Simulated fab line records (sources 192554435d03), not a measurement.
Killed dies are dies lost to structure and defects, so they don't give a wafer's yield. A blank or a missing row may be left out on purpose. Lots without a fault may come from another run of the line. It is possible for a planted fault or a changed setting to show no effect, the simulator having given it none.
Split-lot trial / flow n5 finfet / route with 1938 steps; 7 lots, 21 wafers read

== SPLIT DETAILS ==
At N5_WELL_APT_COAT_02 (resist thk 950 nm), the setting spin rpm was moved away from the recipe's 1357 rpm on 9 of the 21 wafers read, by -2.9% to +6.9%. The other wafers ran this setting at the recipe's value.

The file shows no step between the split and the reading.

== THE READING ==
coat_of_WELL_APT_COAT_02.thk nm (the simulator's own value, which no gauge read), in nm, at N5_WELL_APT_DESCUM_13 (chemistry O2, time 7.9 s). No usual value for it is given in the file. Average 931.9 nm, standard deviation 3.6 nm, over the 12 wafers here run with the recipe.

wafer=L074.1; tool, chamber at the split=litho track-03, 0; spin rpm as run, rpm=1450; against the recipe=+6.9%; coat_of_WELL_APT_COAT_02.thk nm, nm=897.9; against lot-mates on the recipe=-31.9
wafer=L074.2; tool, chamber at the split=litho track-03, 0; spin rpm as run, rpm=1357; against the recipe=recipe; coat_of_WELL_APT_COAT_02.thk nm, nm=929.5; against lot-mates on the recipe=-
wafer=L074.3; tool, chamber at the split=litho track-03, 0; spin rpm as run, rpm=1357; against the recipe=recipe; coat_of_WELL_APT_COAT_02.thk nm, nm=930.1; against lot-mates on the recipe=-
wafer=L079.3; tool, chamber at the split=litho track-01, 0; spin rpm as run, rpm=1441; against the recipe=+6.2%; coat_of_WELL_APT_COAT_02.thk nm, nm=908.8; against lot-mates on the recipe=-28.1
wafer=L079.5; tool, chamber at the split=litho track-01, 0; spin rpm as run, rpm=1357; against the recipe=recipe; coat_of_WELL_APT_COAT_02.thk nm, nm=936.9; against lot-mates on the recipe=-
wafer=L079.6; tool, chamber at the split=litho track-01, 0; spin rpm as run, rpm=1441; against the recipe=+6.2%; coat_of_WELL_APT_COAT_02.thk nm, nm=907.2; against lot-mates on the recipe=-29.7
wafer=L084.1; tool, chamber at the split=litho track-04, 0; spin rpm as run, rpm=1357; against the recipe=recipe; coat_of_WELL_APT_COAT_02.thk nm, nm=932.4; against lot-mates on the recipe=-
wafer=L084.2; tool, chamber at the split=litho track-04, 0; spin rpm as run, rpm=1318; against the recipe=-2.9%; coat_of_WELL_APT_COAT_02.thk nm, nm=948.4; against lot-mates on the recipe=+15.6
wafer=L084.5; tool, chamber at the split=litho track-04, 0; spin rpm as run, rpm=1357; against the recipe=recipe; coat_of_WELL_APT_COAT_02.thk nm, nm=933.2; against lot-mates on the recipe=-
wafer=L087.3; tool, chamber at the split=litho track-03, 0; spin rpm as run, rpm=1414; against the recipe=+4.2%; coat_of_WELL_APT_COAT_02.thk nm, nm=911.3; against lot-mates on the recipe=-19.9
wafer=L087.5; tool, chamber at the split=litho track-03, 0; spin rpm as run, rpm=1357; against the recipe=recipe; coat_of_WELL_APT_COAT_02.thk nm, nm=930.3; against lot-mates on the recipe=-
wafer=L087.6; tool, chamber at the split=litho track-03, 0; spin rpm as run, rpm=1357; against the recipe=recipe; coat_of_WELL_APT_COAT_02.thk nm, nm=932.1; against lot-mates on the recipe=-
wafer=L088.1; tool, chamber at the split=litho track-03, 0; spin rpm as run, rpm=1357; against the recipe=recipe; coat_of_WELL_APT_COAT_02.thk nm, nm=924.2; against lot-mates on the recipe=-
wafer=L088.2; tool, chamber at the split=litho track-03, 0; spin rpm as run, rpm=1441; against the recipe=+6.2%; coat_of_WELL_APT_COAT_02.thk nm, nm=901.6; against lot-mates on the recipe=-22.6
wafer=L088.3; tool, chamber at the split=litho track-03, 0; spin rpm as run, rpm=1441; against the recipe=+6.2%; coat_of_WELL_APT_COAT_02.thk nm, nm=900.5; against lot-mates on the recipe=-23.7
wafer=L092.4; tool, chamber at the split=litho track-01, 0; spin rpm as run, rpm=1446; against the recipe=+6.6%; coat_of_WELL_APT_COAT_02.thk nm, nm=900.7; against lot-mates on the recipe=-28.3
wafer=L092.5; tool, chamber at the split=litho track-01, 0; spin rpm as run, rpm=1357; against the recipe=recipe; coat_of_WELL_APT_COAT_02.thk nm, nm=929; against lot-mates on the recipe=-
wafer=L092.6; tool, chamber at the split=litho track-01, 0; spin rpm as run, rpm=1446; against the recipe=+6.6%; coat_of_WELL_APT_COAT_02.thk nm, nm=900.4; against lot-mates on the recipe=-28.6
wafer=L095.2; tool, chamber at the split=litho track-04, 0; spin rpm as run, rpm=1357; against the recipe=recipe; coat_of_WELL_APT_COAT_02.thk nm, nm=933.1; against lot-mates on the recipe=-
wafer=L095.3; tool, chamber at the split=litho track-04, 0; spin rpm as run, rpm=1357; against the recipe=recipe; coat_of_WELL_APT_COAT_02.thk nm, nm=938.8; against lot-mates on the recipe=-
wafer=L095.6; tool, chamber at the split=litho track-04, 0; spin rpm as run, rpm=1357; against the recipe=recipe; coat_of_WELL_APT_COAT_02.thk nm, nm=932.7; against lot-mates on the recipe=-

FIT RESULTS
A straight line over all 21 wafers: coat_of_WELL_APT_COAT_02.thk nm changes by -4.71 nm for each +1% of spin rpm; r = -0.98; the points scatter about the line by 3.5 nm.
The same after taking each lot's own level away (the mean of its wafers on the recipe; 21 wafers): -4.41 nm for each +1%; r = -0.99; scatter 2 nm.
Per that fit: largest spin rpm move, reading shift of 30 nm.
Across the lots, their own levels run from 924.20 to 936.90 nm, a range of 3.5 times the standard deviation given above.
The two slopes agree, so the slope changes little with the lot-to-lot level.
Check: -29.6 nm against its lot-mates is what the line predicts for one of the wafers moved furthest among these (+6.9%) when that wafer is left out of the fit. Against them it came out at -31.9 nm.

== THE WHOLE CHAIN: every reading that the file lists as answering this split, in the file's order ==
step=N5_WELL_APT_COAT_02; what it does=resist thk 950 nm; reading=coat_of_WELL_APT_COAT_02.thk nm (the simulator's own value, which no gauge read); change (the file's fit)=-4.46 nm for each +1% of the setting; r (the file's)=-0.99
step=N5_WELL_APT_DESCUM_13; what it does=chemistry O2, time 7.9 s; reading=coat_of_WELL_APT_COAT_02.thk nm (the simulator's own value, which no gauge read); change (the file's fit)=-4.44 nm for each +1% of the setting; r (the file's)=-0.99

== FILE'S OWN FIT ==
coat_of_WELL_APT_COAT_02.thk nm changes by -4.44 nm for each +1% of spin rpm, r = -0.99.
